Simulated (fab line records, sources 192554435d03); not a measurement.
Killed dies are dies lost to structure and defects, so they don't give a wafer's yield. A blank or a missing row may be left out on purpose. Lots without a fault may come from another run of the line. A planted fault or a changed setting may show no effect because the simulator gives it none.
Chamber matching | flow n5_finfet | N5_BEOL_M7_PECVD_70 on pecvd-02: 3 sister chambers
The step deposits SiO2 from TEOS/O2, target thk 20 nm, time 22.7 s. 6 wafers are shown with their chamber, then 7 later ones without.

WAFERS WITH THEIR CHAMBER
wafer  | chamber | showerhead_plenum_p_Torr (Torr) | heater_power_w (W)
L075.6 | 1       | 8.81                            | 865
L077.6 | 2       | 8.94                            | 644
L085.4 | 0       | 8.81                            | 682
L085.6 | 2       | 8.92                            | 758
L088.1 | 1       | 8.85                            | 822
L088.3 | 0       | 8.82                            | 705

WAFERS WITHOUT THEIR CHAMBER
wafer  | showerhead_plenum_p_Torr (Torr) | heater_power_w (W)
L088.5 | 8.85                            | 715
L089.2 | 8.84                            | 612
L089.3 | 8.81                            | 867
L089.6 | 8.82                            | 625
L093.1 | 8.83                            | 743
L093.5 | 8.91                            | 720
L093.6 | 8.85                            | 742

WHICH CHAMBER EACH WENT THROUGH
wafer  | from the rows above     | in truth
L088.5 | can't be placed: 0 or 1 | 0
L089.2 | 0                       | 0
L089.3 | 1                       | 1
L089.6 | 0                       | 0
L093.1 | can't be placed: 0 or 1 | 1
L093.5 | 2                       | 2
L093.6 | can't be placed: 0 or 1 | 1
Placed correctly: 4 of 7. Can't be placed from these rows: 3 (the true chamber is among the candidates in 3). Placed wrongly: 0.
How it was worked out, from the rows above alone: a wafer's distance from a chamber is the root of the sum, over the readings, of the square of ((its reading less the chamber's mean) divided by the reading's scatter). The wafer belongs to the nearest chamber; if the next one is less than 2 further off, it can't be placed. A chamber's mean is the mean of its shown wafers. The scatter: the root of (the sum of the squares of (reading less its chamber's mean) over the shown wafers, divided by (wafers less chambers)).
